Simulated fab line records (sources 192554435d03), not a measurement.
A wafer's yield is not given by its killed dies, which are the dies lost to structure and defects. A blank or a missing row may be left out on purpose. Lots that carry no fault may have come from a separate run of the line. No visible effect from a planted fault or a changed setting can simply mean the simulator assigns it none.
Split-lot experiment | flow n5-finfet | 7 lots, 21 wafers read, on a route of 1938 steps

THE SPLIT
At N5_HKMG_FIN_ETCH_32 (etches SOC in N2/H2, target depth 240 nm, time 300 s), the setting bias-w was moved away from the recipe's 150 W on 8 of the 21 wafers read, by -16.8% to +15.5%. All remaining wafers had this setting at the recipe value.

The reading comes from the split's own step.

THE READING
rf-vpp-V, in V, at N5_HKMG_FIN_ETCH_32 (etches SOC in N2/H2, target depth 240 nm, time 300 s). Typical for fault-free wafers on this fab line: 523.0 V, with standard deviation 2.2 V.

wafer  | tool, chamber at the split | bias-w as run, W | against the recipe | rf-vpp-V, V | against lot-mates on the recipe
L076.2 | rie-diel-03, 1             | 159.1            | +6.1%              | 543.0       | +18.6
L076.4 | rie-diel-03, 3             | 150              | recipe             | 524.4       | -
L076.5 | rie-diel-03, 2             | 159.1            | +6.1%              | 538.4       | +14.0
L083.3 | rie-diel-03, 3             | 150              | recipe             | 522.4       | -
L083.4 | rie-diel-03, 2             | 165.3            | +10.2%             | 562.5       | +40.1
L083.5 | rie-diel-03, 1             | 165.3            | +10.2%             | 556.5       | +34.1
L085.3 | rie-diel-05, 2             | 150              | recipe             | 524.1       | -
L085.4 | rie-diel-05, 0             | 124.8            | -16.8%             | 465.2       | -58.9
L085.5 | rie-diel-05, 0             | 124.8            | -16.8%             | 466.1       | -58.0
L086.1 | rie-diel-06, 0             | 150              | recipe             | 522.2       | -
L086.3 | rie-diel-06, 2             | 150              | recipe             | 525.3       | -
L086.5 | rie-diel-06, 1             | 136.7            | -8.9%              | 491.5       | -32.2
L088.2 | rie-diel-06, 1             | 150              | recipe             | 521.0       | -
L088.3 | rie-diel-06, 0             | 150              | recipe             | 523.0       | -
L088.6 | rie-diel-06, 1             | 150              | recipe             | 521.4       | -
L089.1 | rie-diel-05, 1             | 150              | recipe             | 519.3       | -
L089.3 | rie-diel-05, 3             | 150              | recipe             | 523.2       | -
L089.4 | rie-diel-05, 0             | 173.3            | +15.5%             | 572.9       | +51.6
L095.2 | rie-diel-03, 1             | 150              | recipe             | 522.4       | -
L095.3 | rie-diel-03, 2             | 150              | recipe             | 529.2       | -
L095.5 | rie-diel-03, 2             | 150              | recipe             | 528.7       | -

THE FIT
A straight line over all 21 wafers: rf-vpp-V changes by +3.38 V for each +1% of bias-w; r = +0.99; the points scatter about the line by 2.9 V.
The same after taking each lot's own level away (the mean of its wafers on the recipe; 21 wafers): +3.44 V for each +1%; r = +1.00; scatter 2.6 V.
According to that fit, moving bias-w by its largest amount changes the reading by 58 V.
The span of the lots' own levels, 521.25 to 526.77 V, comes to 2.5 times the standard deviation stated above.
Consequently the slope shifts little with the lot-to-lot level, the two slopes agreeing.
Check: with one of the wafers moved furthest among these (-16.8%) left out of the fit, the line predicts -58 V for it against its lot-mates. It came out at -58.9 V against them.
Tool readings at the split's step, against how far the setting was moved: rf-vpp-V r = +0.99.

THESE WAFERS: OTHER SPLITS
Note: prior to the reading, these wafers also went through further splits. Each is held against what the fit with the lots' levels taken away leaves over:
other split on the same wafers | wafers away from the commonest value | r with rf-vpp-V (lot level and that fit taken away)
N5_SD_EPI_P_EPI_21 temp-c      | 9                                    | +0.28
N5_SD_ACTIVATION_LSA_01 temp-c | 4                                    | -0.03
N5_HKMG_FIN_COAT_43 spin-rpm   | 6                                    | +0.10
N5_HKMG_FIN_ETCH_55 time-s     | 6                                    | -0.12
N5_HKMG_FIN_EXPOSE_09 dose-mj  | 7                                    | -0.24

THE WHOLE CHAIN: every reading that the file lists as answering this split, in the file's order
step                | what it does                                         | reading                                                                           | change (the file's fit)               | r (the file's)
N5_HKMG_FIN_ETCH_32 | etches SOC in N2/H2, target depth 240 nm, time 300 s | rf-vpp-V                                                                          | +3.43 V for each +1% of the setting   | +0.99
N5_HKMG_FIN_ETCH_32 | etches SOC in N2/H2, target depth 240 nm, time 300 s | HKMG_FIN.feature-depth-nm (the simulator's own value, which no gauge read)        | +1.33 nm for each +1% of the setting  | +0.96
N5_HKMG_FIN_ETCH_32 | etches SOC in N2/H2, target depth 240 nm, time 300 s | etch.depth-nm (the simulator's own value, which no gauge read)                    | +1.33 nm for each +1% of the setting  | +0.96
N5_HKMG_FIN_ETCH_32 | etches SOC in N2/H2, target depth 240 nm, time 300 s | SiARC_of_HKMG_FIN_COAT_30.thk-nm (the simulator's own value, which no gauge read) | -0.182 nm for each +1% of the setting | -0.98

FILE'S OWN FIT
rf-vpp-V changes by +3.43 V for each +1% of bias-w, r = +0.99.
